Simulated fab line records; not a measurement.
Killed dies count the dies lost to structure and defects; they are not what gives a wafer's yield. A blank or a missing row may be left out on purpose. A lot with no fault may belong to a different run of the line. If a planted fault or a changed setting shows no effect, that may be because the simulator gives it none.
The same fault as seen by 2 desks | flow n5_finfet | every desk sees just its own numbers, and what lay behind them comes last

## FOR THE TOOL OWNER'S DESK: rie_diel-01
The tool's own readings at N5_BEOL_M6_TRENCH_ETCH_37 (etches SiCOH lowk in C4F6/O2, target depth 94.435 nm, time 31.5 s): means of the sampled wafers that have a number, for each lot that ran on this tool. Marked OUT: a lot whose mean sits more than 4 standard deviations from the usual mean, which makes it out of limits; the brackets give that distance.
Columns: A = drypump_motor_current_A at N5_BEOL_M6_TRENCH_ETCH_37, usual 5.8 A; B = oes_f_703_au at N5_BEOL_M6_TRENCH_ETCH_37, usual 0.86 a.u.; C = oes_product_au at N5_BEOL_M6_TRENCH_ETCH_37, usual 0.85 a.u.; D = rf_vpp_V at N5_BEOL_M6_TRENCH_ETCH_37, usual 660 V; E = showerhead_plenum_p_Torr at N5_BEOL_M6_TRENCH_ETCH_37, usual 2.87 Torr; F = throttle_valve_pct at N5_BEOL_M6_TRENCH_ETCH_37, usual 20.90 %
lot  | first seen here | A   | B    | C    | D   | E    | F
L679 | day 9 00:36     | 6.2 | 0.85 | 0.84 | 660 | 2.87 | 20.80
L681 | day 9 03:06     | 5.7 | 0.77 | 0.75 | 659 | 2.83 | 20.94
L687 | day 10 21:29    | 5.8 | 0.87 | 0.68 | 652 | 2.84 | 20.82
L688 | day 11 06:13    | 6.1 | 0.91 | 0.71 | 655 | 2.86 | 20.66
L698 | day 14 06:14    | 5.4 | 0.94 | 0.93 | 654 | 2.80 | 20.78
This desk's verdict: no lot among the 5 shows anything out of limits.

## AT THE METROLOGY DESK
What the gauges read, lot by lot, whatever tool the lot ran on: means of the sampled wafers that have a number. Marked OUT: a lot whose mean sits more than 4 standard deviations from the usual mean, which makes it out of limits; the brackets give that distance. Readings shown: 7 out of 38 (the first out of limits, and those lying furthest out on some lot).
Columns: A = VT_N at N5_BEOL_M4_RC_MEAS_101, usual 250 mV; B = trench_depth_nm at N5_BEOL_M6_OCD_MEAS_38, usual 94.9 nm; C = M6_THK at N5_BEOL_M6_THK_MEAS_53, usual 80.5 nm; D = M6_RS at N5_BEOL_M6_RS_MEAS_57, usual 0.287 ohm/sq; E = SERP_M12 at N5_BEOL_M15_RC_MEAS_101, usual 0.636 ohm/um; F = SERP_M6 at N5_BEOL_M15_RC_MEAS_101, usual 13.8 ohm/um; G = SERP_M6_max_site at N5_BEOL_M15_RC_MEAS_101, usual 14.3 ohm/um
lot  | first seen here | A   | B              | C              | D               | E     | F              | G
L679 | day 8 05:31     | 255 | 95.6           | 80.8           | 0.288           | 0.646 | 13.6           | 14.2
L681 | day 8 11:33     | 253 | 93.8           | 79.0           | 0.293           | 0.638 | 14.1           | 14.8
L687 | day 10 00:16    | 249 | 64.1 (-19) OUT | 51.7 (-14) OUT | 0.489 (+24) OUT | 0.645 | 22.6 (+18) OUT | 24.1 (+17) OUT
L688 | day 10 11:10    | 252 | 64.9 (-19) OUT | 50.9 (-15) OUT | 0.502 (+26) OUT | 0.663 | 23.4 (+19) OUT | 24.7 (+18) OUT
L698 | day 13 12:47    | 247 | 96.5           | 81.1           | 0.281           | 0.642 | 13.1           | 14.4
L701 | day 14 00:35    | 247 | 94.5           | 80.5           | 0.288           | 0.632 | 14.3           | 14.6
This desk finds L687, L688 out of limits, L687 being first, at day 10 21:38 (trench_depth_nm at N5_BEOL_M6_OCD_MEAS_38). Within limits: L679, L681, L698, L701.

## ALL TOGETHER
An alarm was possible from the metrology desk at day 10 21:38, on L687, L688.
The desk of the tool owner found nothing out of limits.
The tool owner's desk has L687, L688 on record, within its limits.
Of the lots named, all ran N5_BEOL_M6_TRENCH_ETCH_37 on rie_diel-01.

## WHAT WAS PUT IN BY THE SIMULATOR
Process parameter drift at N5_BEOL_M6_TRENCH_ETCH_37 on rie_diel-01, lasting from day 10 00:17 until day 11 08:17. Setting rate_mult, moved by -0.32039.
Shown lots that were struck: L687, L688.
Time in hours between the start of the fault and the first out-of-limits reading at each desk: metrology desk, 21.
